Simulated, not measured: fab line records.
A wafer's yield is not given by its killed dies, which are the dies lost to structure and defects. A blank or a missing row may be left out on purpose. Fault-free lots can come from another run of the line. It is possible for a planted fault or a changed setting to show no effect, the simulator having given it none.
Matching of chambers | flow nand-harc | 4 sister chambers for NHARC_A_STAIRCASE_STRIP_476 on rie-diel-06
The step strips in O2, time 20 s. 7 wafers are shown with their chamber, then 7 later ones without.

## WAFERS WITH THEIR CHAMBER
wafer  | chamber | showerhead-plenum-p-Torr (Torr) | drypump-motor-current-A (A)
L086.2 | 2       | 3.59                            | 6.2
L086.4 | 1       | 3.64                            | 5.8
L090.2 | 0       | 3.45                            | 5.2
L090.4 | 2       | 3.58                            | 6.1
L090.6 | 0       | 3.45                            | 5.2
L094.3 | 1       | 3.63                            | 5.9
L094.4 | 3       | 3.65                            | 6.1

## WAFERS WITH NO CHAMBER GIVEN
wafer  | showerhead-plenum-p-Torr (Torr) | drypump-motor-current-A (A)
L094.6 | 3.65                            | 6.1
L095.3 | 3.65                            | 6.1
L095.5 | 3.58                            | 6.2
L095.6 | 3.63                            | 5.8
L097.1 | 3.45                            | 5.3
L097.2 | 3.58                            | 6.1
L097.6 | 3.58                            | 6.1

## THE CHAMBER EACH PASSED THROUGH
wafer  | from the rows above | in truth
L094.6 | 3                   | 3
L095.3 | 3                   | 3
L095.5 | 2                   | 2
L095.6 | 1                   | 1
L097.1 | 0                   | 0
L097.2 | 2                   | 2
L097.6 | 2                   | 2
7 of 7 placed correctly. Left unplaced by these rows: 0. Number placed wrongly: 0.
How it was worked out, from the rows above alone: a wafer's distance from a chamber is the root of the sum, over the readings, of the square of ((its reading less the chamber's mean) divided by the reading's scatter). The wafer belongs to the nearest chamber; if the next one is less than 2 further off, it can't be placed. A chamber's mean is the mean of its shown wafers. The scatter is the square root of a quotient: the sum, over the shown wafers, of each reading's squared deviation from its chamber's mean, divided by wafers minus chambers.
